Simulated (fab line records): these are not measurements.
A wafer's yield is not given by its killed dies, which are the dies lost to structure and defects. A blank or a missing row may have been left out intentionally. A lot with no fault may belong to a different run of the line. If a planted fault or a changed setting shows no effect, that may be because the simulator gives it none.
Matching of chambers    flow n5Finfet    rieDiel-02 running N5_BEOL_M4_VIA_ETCH_34: 4 sister chambers
The step etches the open film in C4F6/O2, target depth 69.4 nm, time 65.9 s. 4 wafers are shown with their chamber, then 8 later ones without.

== WAFERS PAIRED WITH THEIR CHAMBERS ==
wafer   chamber  drypumpMotorCurrentA (A)
L086.4  2        5.5
L090.2  3        5.6
L090.6  1        6.7
L091.1  0        5.6

== WAFERS MISSING THEIR CHAMBER ==
wafer   drypumpMotorCurrentA (A)
L091.2  5.5
L091.4  5.6
L094.3  6.7
L094.5  5.5
L094.6  5.6
L097.2  5.5
L097.4  6.6
L097.6  5.5

== EACH ONE'S CHAMBER ==
wafer   from the rows above      in truth
L091.2  2                        2
L091.4  can't be placed: 0 or 3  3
L094.3  1                        1
L094.5  2                        2
L094.6  can't be placed: 0 or 3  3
L097.2  2                        2
L097.4  1                        1
L097.6  2                        2
Correct placement for 6 of the 8. Can't be placed from these rows: 2 (the true chamber is among the candidates in 2). Placed wrongly: 0.
How it was worked out, from the rows above alone: a wafer's distance from a chamber is the root of the sum, over the readings, of the square of ((its reading less the chamber's mean) divided by the reading's scatter). If the next closest chamber is less than 2 further off than the closest, the wafer can't be placed; otherwise it belongs to the closest. The mean given for a chamber averages the wafers shown for that chamber. The scatter: root of mean squared gap, hidden wafer to nearest shown wafer, with one shown wafer a chamber.
